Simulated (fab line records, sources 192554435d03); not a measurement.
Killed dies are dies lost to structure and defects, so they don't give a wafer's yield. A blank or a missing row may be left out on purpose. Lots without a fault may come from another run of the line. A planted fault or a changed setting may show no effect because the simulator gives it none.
fab line records | flow n5_finfet
record lots=5 wafers=15 last_day=18
route steps=1938 shown PASS1_DEP@1831 MIM_BOT@1832 MIM_TOP@1834 MIM_TOP_LITHO@1839 MIM_TOP_ETCH@1851 PASSIVATION@1936
lots that met no fault: from a run of the same line without faults
start_h: hours from the record's first day to the start of the lot's first wafer shown | wait_h: hours since the lot's step before | " the same as in the row above | L1.1+2: a row that stands for several wafers | - no value, or no start given | * or withheld: withheld | < > ~ a bound
route shown NAME@n: a module of which the file shows steps, and the number in the route of the first | usual: mean/standard deviation of fault-free wafers | same: alike in all rows | chamber/n: place in a boat | sites: the reading at each site | _std_site: their standard deviation | _edge_site: outer sites' mean less inner sites' | radius_mm: how far each site lies from the wafer's centre | mask NAME#n: copy n | behind: the tool/chamber that last shaped the wafer | hold: why the lot was held/for how many hours/how that ended | device: the transistor (n, p or np) that didn't switch | end of line: the same wafers' tests at the end of the route | a step without rows: its recipe alone | killed: dies lost to structure and defects at the first sort, not the wafer's yield | map: a wafer's dies, x killed, . not, _ none there
set.NAME: the setting as run; set.NAME@STEP: as run at that earlier step | model.NAME: the simulator's own value behind a step, which no gauge read
lots at some steps of the route; a table a step, a row a wafer
services: from which hour (start_h, from the record's first day; less than 0 if before it) a tool's chamber was out of use, for how many hours, and why
## steps
# step N5_PASSIVATION_PECVD_00
# recipe material=SiO2 target_thk_a=2000 temp_c=400 precursor=SiH4/N2O pressure_torr=2.7 rf_w=608 time_s=11.2
# usual heater_power_w=653/87 showerhead_plenum_p_Torr=8.22/0.078 throttle_valve_pct=52.3/2.1
# columns lot.wafer tool chamber start_h wait_h heater_power_w showerhead_plenum_p_Torr throttle_valve_pct
L608.1 pecvd-02 1 278.89 0.8 548 8.30 49.2
L608.3 " 2 " " 606 8.13 51.1
L608.6 " 0 " " 810 8.28 53.2
L614.1 pecvd-03 2 316.52 0.8 568 8.28 52.1
L614.2 " 1 " " 741 8.25 51.1
L614.5 " 0 " " 502 8.26 57.5
L616.1 pecvd-03 1 324.23 0.8 699 8.27 51.6
L616.3 " 0 " " 593 8.22 57.6
L616.6 " 1 " " 699 8.28 51.2
L626.2 pecvd-03 0 407.40 0.7 614 8.24 57.3
L626.4 " 2 " " 467 8.26 52.8
L626.6 " 2 " " 480 8.27 52.7
L625.2 pecvd-04 2 409.96 0.7 743 8.03 53.3
L625.3 " 0 " " 586 8.14 53.7
L625.4 " 1 " " 663 8.15 52.3
# step N5_MIM_BOT_DEGAS_01
# recipe ambient=vacuum temp_c=300 time_s=60
# step N5_MIM_BOT_SPUTTER_00
# recipe material=TiN target_thk_a=350 temp_c=200 power_w=3000 chamber_pressure_pa=0.49996 gas=Ar reactive_partial_pa=0.37997 time_s=89.7
# step N5_MIM_TOP_ALD_00
# recipe material=Al2O3 target_thk_a=* temp_c=withheld ald_precursor_family=TMA ald_co_reactant=O3 pulse_time_s=withheld purge_time_s=3 co_reactant_purge_time_s=withheld co_reactant_pulse_time_s=3 ald_cycles=withheld
# usual precursor_pulse_height_rel=0.998/0.02
# columns lot.wafer tool chamber start_h wait_h precursor_pulse_height_rel
L608.1 ald_hk-02 1 279.09 0.1 0.987
L608.3 " 3 " " 0.996
L608.6 " 3 " " 1.008
L614.1 ald_hk-03 0 317.60 0.1 1.020
L614.2 " 2 " " 0.978
L614.5 " 3 " " 1.014
L616.1 ald_hk-02 2 327.23 0.1 1.003
L616.3 " 0 " " 1.002
L616.6 " 3 " " 1.026
L626.2 ald_hk-03 2 408.25 0.1 1.005
L626.4 " 0 " " 0.996
L626.6 " 1 " " 1.015
L625.2 ald_hk-02 0 410.78 0.1 1.013
L625.3 " 1 " " 0.983
L625.4 " 3 " " 0.994
# step N5_MIM_TOP_ALD_01
# recipe material=HfO2 target_thk_a=56 temp_c=withheld ald_precursor_family=Hf-amide ald_co_reactant=O3 pulse_time_s=1 purge_time_s=3 co_reactant_purge_time_s=2 co_reactant_pulse_time_s=3 ald_cycles=62
# usual precursor_pulse_height_rel=1.002/0.02
# columns lot.wafer tool chamber start_h wait_h precursor_pulse_height_rel
L608.1 ald_hk-02 1 - - 1.004
L608.3 " 3 " " 0.977
L608.6 " 3 " " 1.007
L614.1 ald_hk-03 0 - - 1.011
L614.2 " 2 " " 0.967
L614.5 " 3 " " 1.029
L616.1 ald_hk-02 2 - - 1.016
L616.3 " 0 " " 0.988
L616.6 " 3 " " 0.979
L626.2 ald_hk-03 2 - - 1.010
L626.4 " 0 " " 1.019
L626.6 " 1 " " 1.006
L625.2 ald_hk-02 0 - - 1.052
L625.3 " 1 " " 0.978
L625.4 " 3 " " 1.010
# step N5_MIM_TOP_ALD_02
# recipe material=Al2O3 target_thk_a=* temp_c=withheld ald_precursor_family=TMA ald_co_reactant=O3 pulse_time_s=withheld purge_time_s=3 co_reactant_purge_time_s=withheld co_reactant_pulse_time_s=3 ald_cycles=withheld
# step N5_MIM_TOP_DEGAS_04
# recipe ambient=vacuum temp_c=300 time_s=60
# usual heater_power_w=461/51
# columns lot.wafer tool chamber start_h wait_h heater_power_w
L608.1 pvd_sputter-02 - 281.45 - 478
L608.3 " - " " 494
L608.6 " - " " 467
L614.1 pvd_sputter-01 - 319.49 - 447
L614.2 " - " " 489
L614.5 " - " " 444
L616.1 pvd_sputter-03 - 328.00 - 380
L616.3 " - " " 546
L616.6 " - " " 372
L626.2 pvd_sputter-01 - 409.56 - 467
L626.4 " - " " 391
L626.6 " - " " 442
L625.2 pvd_sputter-01 - 411.36 - 460
L625.3 " - " " 459
L625.4 " - " " 380
# step N5_MIM_TOP_SPUTTER_03
# recipe material=TiN target_thk_a=350 temp_c=200 power_w=3000 chamber_pressure_pa=0.49996 gas=Ar reactive_partial_pa=0.37997 time_s=89.7
# usual chamber_pressure_pa=0.5000/0.001 throttle_valve_pct=30.8/0.74
# columns lot.wafer tool chamber start_h wait_h chamber_pressure_pa throttle_valve_pct
L608.1 pvd_sputter-02 - 281.49 0.0 0.4987 31.4
L608.3 " - " " 0.5017 32.2
L608.6 " - " " 0.5013 30.1
L614.1 pvd_sputter-01 - 319.53 0.0 0.5012 31.0
L614.2 " - " " 0.4990 30.2
L614.5 " - " " 0.5023 31.2
L616.1 pvd_sputter-03 - 328.04 0.0 0.4985 30.1
L616.3 " - " " 0.5005 30.6
L616.6 " - " " 0.5006 30.0
L626.2 pvd_sputter-01 - 409.60 0.0 0.4980 31.7
L626.4 " - " " 0.4991 30.6
L626.6 " - " " 0.4996 31.3
L625.2 pvd_sputter-01 - 411.40 0.0 0.5017 30.4
L625.3 " - " " 0.4997 31.3
L625.4 " - " " 0.5008 30.8
# step N5_MIM_TOP_LITHO_HMDS_01
# recipe time_s=60 temp_c=120
# step N5_MIM_TOP_LITHO_COAT_02
# recipe spin_rpm=* resist_thk_nm=*
# step N5_MIM_TOP_LITHO_EBR_04
# recipe solvent=PGMEA ebr_width_mm=1.5
# step N5_MIM_TOP_LITHO_SOFTBAKE_03
# recipe temp_c=100 time_s=90
# step N5_MIM_TOP_LITHO_EXPOSE_05
# recipe mask_id=MIM_TOP na=0.55 source_shape=conventional sigma_outer=0.8 polarization=unpolarized target_cd_nm=2000 dose_mj=20.5
# usual exposure_dose_mJ_cm2=20.484/0.022
# columns lot.wafer tool chamber start_h wait_h mask exposure_dose_mJ_cm2
L608.1 krf_scanner-02 0 281.83 - MIM_TOP#0 20.525
L608.3 " 0 " " MIM_TOP#0 20.445
L608.6 " 0 " " MIM_TOP#0 20.527
L614.1 krf_scanner-02 0 319.74 - MIM_TOP#0 20.491
L614.2 " 0 " " MIM_TOP#0 20.498
L614.5 " 0 " " MIM_TOP#0 20.496
L616.1 krf_scanner-02 0 328.26 - MIM_TOP#0 19.740
L616.3 " 0 " " MIM_TOP#0 19.739
L616.6 " 0 " " MIM_TOP#0 19.745
L626.2 krf_scanner-01 0 409.94 - MIM_TOP#0 20.425
L626.4 " 0 " " MIM_TOP#0 20.463
L626.6 " 0 " " MIM_TOP#0 20.484
L625.2 krf_scanner-01 0 411.62 - MIM_TOP#0 20.445
L625.3 " 0 " " MIM_TOP#0 20.481
L625.4 " 0 " " MIM_TOP#0 20.459
# step N5_MIM_TOP_LITHO_PEB_06
# recipe peb_temp_c=withheld peb_time_s=*
# step N5_MIM_TOP_LITHO_DEVELOP_07
# recipe develop_time_s=60 rinse_liquid=diw dry=air_spin dev_temp_c=21
# step N5_MIM_TOP_LITHO_HARDBAKE_09
# recipe temp_c=130 time_s=120
# step N5_MIM_TOP_LITHO_CD_MEAS_08
# recipe target_cd_nm=2000 landing_energy_ev=500 detector=se_inlens
# usual cd_nm=2000.5/1.3
# columns lot.wafer tool chamber start_h wait_h cd_nm
L608.1 cd_sem-02 0 282.00 - 1999.6
L608.3 " 0 " " 2001.4
L608.6 " 0 " " 2002.1
L614.1 cd_sem-03 0 319.92 - 2000.5
L614.2 " 0 " " 1999.4
L614.5 " 0 " " 2001.5
L616.1 cd_sem-03 0 328.43 - 1946.4
L616.3 " 0 " " 1967.9
L616.6 " 0 " " 1976.1
L626.2 cd_sem-01 0 410.11 - 1999.2
L626.4 " 0 " " 2001.4
L626.6 " 0 " " 2000.7
L625.2 cd_sem-03 0 411.79 - 1999.8
L625.3 " 0 " " 1999.3
L625.4 " 0 " " 2001.7
# step N5_MIM_TOP_LITHO_OVL_MEAS_11
# recipe points_per_wafer=44
# usual MIM_TOP_OVL=-4/4.8
# columns lot.wafer tool chamber start_h wait_h MIM_TOP_OVL[nm]
L608.1 overlay-02 0 282.03 0.0 -8
L608.3 " 0 " " -3
L608.6 " 0 " " -9
L614.1 overlay-02 0 319.95 0.0 -2
L614.2 " 0 " " -8
L614.5 " 0 " " 2
L616.1 overlay-02 0 328.46 0.0 -2
L616.3 " 0 " " -8
L616.6 " 0 " " 0
L626.2 overlay-01 0 410.14 0.0 -1
L626.4 " 0 " " 2
L626.6 " 0 " " -8
L625.2 overlay-01 0 411.82 0.0 -7
L625.3 " 0 " " -6
L625.4 " 0 " " -4
# step N5_MIM_TOP_LITHO_INSPECT_12
# recipe mode=adi inspect_instrument=macro
# usual raw_defect_count=2.2/1.5
# columns lot.wafer tool chamber start_h wait_h raw_defect_count
L608.1 defect_inspect-02 - 282.06 0.0 1
L608.3 " - " " 6
L608.6 " - " " 4
L614.1 defect_inspect-01 - 319.97 0.0 3
L614.2 " - " " 2
L614.5 " - " " 3
L616.1 defect_inspect-02 - 328.49 0.0 1
L616.3 " - " " 1
L616.6 " - " " 3
L626.2 defect_inspect-02 - 410.17 0.0 3
L626.4 " - " " 2
L626.6 " - " " 4
L625.2 defect_inspect-01 - 411.84 0.0 3
L625.3 " - " " 0
L625.4 " - " " 3
# step N5_MIM_TOP_LITHO_DESCUM_10
# recipe chemistry=O2 time_s=7.9 source_power_w=50 bias_power_w=20 pressure_mtorr=20 rf_frequency_hz=2.712e+07 temp_c=40 o2_flow_sccm=225
# usual drypump_motor_current_A=6.0/0.35 oes_product_au=0.82/0.075 rf_vpp_V=243.1/1.2 showerhead_plenum_p_Torr=2.09/0.066 temp_c=40.01/0.11 throttle_valve_pct=20.21/0.23
# columns lot.wafer tool chamber start_h wait_h drypump_motor_current_A oes_product_au rf_hours_counter_h rf_vpp_V showerhead_plenum_p_Torr temp_c throttle_valve_pct model.MIM_TOP_LITHO.cd_nm
L608.1 rie_diel-01 0 282.22 0.2 6.2 0.87 42 244.0 2.12 40.05 19.87 2000
L608.3 " 2 " " 5.6 0.73 217 242.4 2.06 39.93 20.11 2001
L608.6 " 3 " " 6.2 0.81 - 243.1 2.21 40.03 20.19 -
L614.1 rie_diel-01 0 320.01 0.0 6.2 0.84 56 244.5 2.12 40.01 19.90 2000
L614.2 " 1 " " 5.8 0.81 86 241.8 2.02 39.85 20.20 2000
L614.5 " 1 " " 5.9 0.81 - 242.8 2.02 39.86 20.22 2001
L616.1 rie_diel-03 0 328.66 0.2 6.3 0.86 50 243.1 2.04 39.94 19.96 1946
L616.3 " 1 " " 5.8 0.96 3 244.0 2.15 40.04 20.12 1968
L616.6 " 3 " " 6.3 0.89 - 241.2 2.06 40.08 20.44 1976
L626.2 rie_diel-03 1 410.59 0.4 5.8 0.89 35 244.6 2.14 40.01 20.18 1999
L626.4 " 2 " " 6.4 0.93 22 245.9 2.23 40.09 20.09 2001
L626.6 " 1 " " 5.8 0.89 - 244.3 2.14 39.79 20.16 2001
L625.2 rie_diel-03 3 411.88 0.0 6.3 0.84 66 242.3 2.04 39.92 20.48 2000
L625.3 " 2 " " 6.4 0.93 22 244.3 2.23 39.95 20.10 1999
L625.4 " 1 " " 5.8 0.88 36 244.0 2.14 40.09 20.17 2002
# step N5_MIM_TOP_ETCH_ETCH_00
# recipe chemistry=Cl2/BCl3 target=TiN target_depth_a=385 ion_energy_ev=150 pressure_mtorr=10 icp_w=1000 bias_w=126 Cl2_flow_sccm=53.25 bcl3_flow_sccm=21.75 Ar_flow_sccm=25
# step N5_PASSIVATION_PROBE_49
# usual defect_limited_yield=91.4/1.5 killed_at_M0_to_M3=31/11 killed_at_M4_up=13/5.5 killed_at_contacts=13/6.3 killed_at_front_end=40/13 killed_at_other=3.3/2.6 killed_dies=101/18 killed_open=67/13 killed_short=33/7.9 sort_bin_5_function=5.1/1 sort_bin_6_memory=3.2/0.68 sort_n_pass=1079/18 sort_yield_pct=91.4/1.5
# same gross_dies=1180 killed_at_back_side=0 sort_bin_4_leakage[%]=0 sort_bin_8_speed[%]=0
# columns lot.wafer tool chamber start_h wait_h defect_limited_yield[%] killed_at_M0_to_M3 killed_at_M4_up killed_at_contacts killed_at_front_end killed_at_other killed_dies killed_open killed_short sort_bin_5_function[%] sort_bin_6_memory[%] sort_n_pass sort_yield_pct[%]
L614.1 prober-01 - 331.20 0.0 90.2 39 8 23 39 7 116 78 38 6.0 3.4 1064 90.2
L614.2 prober-01 - 331.25 0.1 91.4 32 17 19 29 5 102 64 38 5.8 2.5 1078 91.4
L614.5 prober-01 - 331.40 0.2 91.4 40 13 19 18 11 101 70 31 5.3 2.6 1079 91.4
L616.1 prober-01 - 337.82 0.0 93.0 29 13 8 32 1 83 58 24 5.0 1.8 1097 93.0
L616.3 prober-01 - 337.92 0.1 92.1 28 16 13 35 1 93 61 32 4.6 3.1 1087 92.1
L616.6 prober-01 - 338.07 0.3 91.2 37 17 18 31 1 104 73 29 5.8 3.0 1076 91.2
# killed by level:class
L614.1 MOL_CONTACT_COAG:geometric_particle:open=18 DUMMY_GATE:geometric_particle:open=11 BEOL_M1:geometric_particle:open=8 BEOL_M0_SAQP:geometric_particle:open=8 BEOL_M2:geometric_particle:open=7 BEOL_M0_SAQP:geometric_particle:short=6 DUMMY_GATE:geometric_particle:short=5 MOL_CONTACT_COAG:geometric_particle:short=5
L614.2 MOL_CONTACT_COAG:geometric_particle:open=14 BEOL_M0_SAQP:geometric_particle:short=10 BEOL_M4:geometric_particle:open=8 BEOL_M2:geometric_particle:open=8 BEOL_M0_SAQP:geometric_particle:open=6 DUMMY_GATE:geometric_particle:open=5 MOL_CONTACT_COAG:geometric_particle:short=5 BEOL_M4:geometric_particle:short=5
L614.5 MOL_CONTACT_COAG:geometric_particle:open=15 BEOL_M2:geometric_particle:open=12 BEOL_M4:geometric_particle:open=10 BEOL_M0_SAQP:geometric_particle:open=7 BEOL_M0_SAQP:geometric_particle:short=6 BEOL_M1:geometric_particle:open=6 MOL_CONTACT_COAG:geometric_particle:short=4 PASS1_CAP:geometric_particle:open=4
L616.1 FIN_SAQP:geometric_particle:open=14 BEOL_M0_SAQP:geometric_particle:short=9 BEOL_M1:geometric_particle:open=7 MOL_CONTACT_COAG:geometric_particle:open=7 BEOL_M4:geometric_particle:open=7 BEOL_M0_SAQP:geometric_particle:open=6 FIN_SAQP:geometric_particle:short=5 BEOL_M2:geometric_particle:open=5
L616.3 BEOL_M2:geometric_particle:open=15 FIN_SAQP:geometric_particle:short=14 MOL_CONTACT_COAG:geometric_particle:open=12 BEOL_M6:geometric_particle:open=6 FIN_SAQP:geometric_particle:open=4 BEOL_M3:geometric_particle:open=4 ILD0:geometric_particle:open=3 BEOL_M3:geometric_particle:short=3
L616.6 MOL_CONTACT_COAG:geometric_particle:open=12 FIN_SAQP:geometric_particle:open=10 BEOL_M3:geometric_particle:open=9 BEOL_M2:geometric_particle:open=7 FIN_SAQP:geometric_particle:short=6 MOL_CONTACT_COAG:geometric_particle:short=6 BEOL_M5:geometric_particle:open=6 BEOL_M0_SAQP:geometric_particle:open=5
## services
# columns tool chamber start_h hours kind
krf_scanner-02 - 271.37 0.8 pm
rie_diel-03 1 296.75 - clean
rie_diel-03 1 296.75 - consumable_replace:focus_ring
rie_diel-03 1 296.75 21.4 scheduled_down
rie_diel-03 1 296.75 21.4 vent_cycle
rie_diel-03 - 297.60 0.3 repair
krf_scanner-01 - 304.80 1.3 pm
pecvd-03 1 304.93 5.0 scheduled_down
rie_diel-03 2 307.14 2.8 repair
krf_scanner-01 - 311.29 2.5 repair
krf_scanner-01 - 317.75 4.0 pm
rie_diel-03 2 325.56 - clean
rie_diel-01 - 326.39 2.8 pm
krf_scanner-01 - 331.34 1.0 pm
pvd_sputter-02 - 347.06 1.0 repair
krf_scanner-02 - 351.77 1.3 pm
krf_scanner-01 - 359.31 0.8 pm
rie_diel-01 2 360.58 11.6 repair
krf_scanner-01 - 365.81 9.1 repair
ald_hk-03 - 370.01 0.5 repair
ald_hk-02 - 385.24 8.7 pm
rie_diel-03 0 391.28 3.4 repair
krf_scanner-02 - 400.30 1.0 pm
krf_scanner-01 - 400.79 5.9 repair
## key
first_sign step=N5_MIM_TOP_LITHO_EXPOSE_05 reading=exposure_dose_mJ_cm2 direction=down sigmas=33 usual=20.484 struck=19.741
effect step=N5_MIM_TOP_LITHO_CD_MEAS_08 reading=cd_nm direction=down sigmas=28 usual=2000.5 struck=1963.5 through=control_loop
model_effect step=N5_MIM_TOP_LITHO_DESCUM_10 value=MIM_TOP_LITHO.cd_nm without=2002 struck=1963
met_at N5_MIM_TOP_LITHO_EXPOSE_05
struck_wafers L616.1,L616.3,L616.6
loop_trim step=N5_MIM_TOP_LITHO_EXPOSE_05 setting=dose lots=L616
onset_between 319.74 328.26
fault kind=process_parameter_drift tool=krf_scanner-02 chamber=- onset_h=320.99 steps=N5_MIM_TOP_LITHO_EXPOSE_05 channel=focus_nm offset=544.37 spread_by_wafer=0.3 shape=step end_h=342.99
# loop_trim: a control loop set the setting to another value than it would have without faults
